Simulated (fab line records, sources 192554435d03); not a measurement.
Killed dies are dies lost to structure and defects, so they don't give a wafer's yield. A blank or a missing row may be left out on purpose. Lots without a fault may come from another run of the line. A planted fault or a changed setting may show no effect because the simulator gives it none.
A struck lot beside a sound one | flow n5_finfet | 28 steps out of a route of 1938
Sound: wafers L881.1, L881.3, L881.4. Struck: wafer L875.1. (L875.2, L875.6 of the same lot were not struck and are left out.) The cause comes at the end.
At each step with rows: each side's tool, then ch and its chambers, then its first start. Under that, the readings that differ: sound wafers | struck wafers | difference of the means | sigmas: that difference in standard deviations of wafers without a fault.
alike: readings whose means differ by less than 2 such deviations, and words and numbers that are the same on both sides. not compared: withheld readings, readings that some wafer has no value for, bounds like >300 that may hide the same value, and numbers for which the record gives no deviation and whose values overlap.
The two part at a step that has a row with sigmas, a row that says differs or no value, or rows on one side only. Numbers that don't overlap but have no deviation are shown without sigmas and don't part them. A reading that every wafer of one side lacks parts them only if that side has two wafers or more.

first, 9 steps without rows for these wafers: N5_BEOL_M5_COAT_05 (resist thk 30 nm); N5_BEOL_M5_EBR_07; N5_BEOL_M5_SOFTBAKE_06 (time 60 s); N5_BEOL_M5_EXPOSE_08 (exposes mask M5, target cd 28 nm); N5_BEOL_M5_PEB_09 (peb time 60 s); N5_BEOL_M5_DEVELOP_10 (develop time 30 s); N5_BEOL_M5_DESCUM_16 (chemistry O2, time 7 s); N5_BEOL_M5_ETCH_72 (etches underlayer in N2/H2, target depth 6.5 nm, time 5.2 s); N5_BEOL_M5_ETCH_61 (etches SiARC in CF4, target depth 15.6 nm, time 26 s).
N5_BEOL_M5_ETCH_62: etches SOC in N2/H2, target depth 75 nm, overetch 15 nm, time 112.5 s.
  sound on rie_diel-01 ch 0,1,2, day 14 01:21; struck on rie_diel-04 ch 1, day 12 01:01
  reading                                    | sound             | struck | difference | sigmas
  rf_fwd_power_W (W)                         | 838.6 837.3 837.2 | 1034.8 | +197.1     | +68
  rf_hours_counter_h (h)                     | 224 149 109       | 77     | -84        |
  rf_vpp_V (V)                               | 525.7 521.3 520.6 | 490.5  | -32.0      | -12
  model.SiARC_of_BEOL_M5_COAT_60.thk_nm (nm) | 6.8 6.8 7         | 6      | -1         |
  alike: drypump_motor_current_A, n2_flow_sccm, oes_product_au, showerhead_plenum_p_Torr, throttle_valve_pct
then, 15 steps without rows for these wafers: N5_BEOL_M5_STRIP_63 (strips in N2/H2); N5_BEOL_M5_STRIP_73 (strips in N2/H2); N5_BEOL_M5_STRIP_64 (strips in CF4); N5_BEOL_M5_HM_OPEN_17 (chemistry Cl2/BCl3, target TiN, target depth 20 nm, overetch 6 nm); N5_BEOL_M5_STRIP_19 (strips in O2); N5_BEOL_M5_COAT_65 (time 60 s, resist thk 60 nm); N5_BEOL_M5_COAT_66 (time 60 s, resist thk 12 nm); N5_BEOL_M5_COAT_74 (time 60 s, resist thk 5 nm); N5_BEOL_M5_COAT_22 (resist thk 30 nm); N5_BEOL_M5_EBR_24; N5_BEOL_M5_SOFTBAKE_23 (time 60 s); N5_BEOL_M5_EXPOSE_25 (exposes mask V4, defocus 10 nm); N5_BEOL_M5_PEB_26 (peb time 60 s); N5_BEOL_M5_DEVELOP_27 (develop time 30 s); N5_BEOL_M5_DESCUM_33 (chemistry O2, time 7 s).
N5_BEOL_M5_ETCH_75: etches underlayer in N2/H2, target depth 6.5 nm, time 5.2 s.
  sound on rie_diel-05 ch 0,2,3, day 14 03:27; struck on rie_diel-04 ch 1, day 12 03:45
  reading                  | sound          | struck | difference | sigmas
  model.BEOL_M5.cd_nm (nm) | 27.8 27.4 27.8 | 28.6   | +0.9       |
  alike: drypump_motor_current_A, etch_rf_on_time_s, n2_flow_sccm, oes_product_au, rf_fwd_power_W, rf_vpp_V, showerhead_plenum_p_Torr, throttle_valve_pct
  not compared: rf_hours_counter_h
then, 1 step without rows for these wafers: N5_BEOL_M5_ETCH_67 (etches SiARC in CF4, target depth 15.6 nm, time 26 s).
-- the record jumps here: 4 days lie between the struck wafers' starts before and after (it left off in module BEOL_M5 and takes up again in module PASSIVATION, whose first step shown is number 1936 of the route) --
N5_PASSIVATION_PROBE_49:
  the record has rows for the struck wafers here (prober-02, day 16 07:19) and none for the sound ones

WHERE THEY PART
First at N5_BEOL_M5_ETCH_62; last, within this record, at N5_PASSIVATION_PROBE_49.

WHY: what the simulator had put in
Process parameter drift: rie_diel-04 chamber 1, from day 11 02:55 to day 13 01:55, at N5_BEOL_M5_ETCH_62. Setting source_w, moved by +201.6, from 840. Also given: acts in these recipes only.
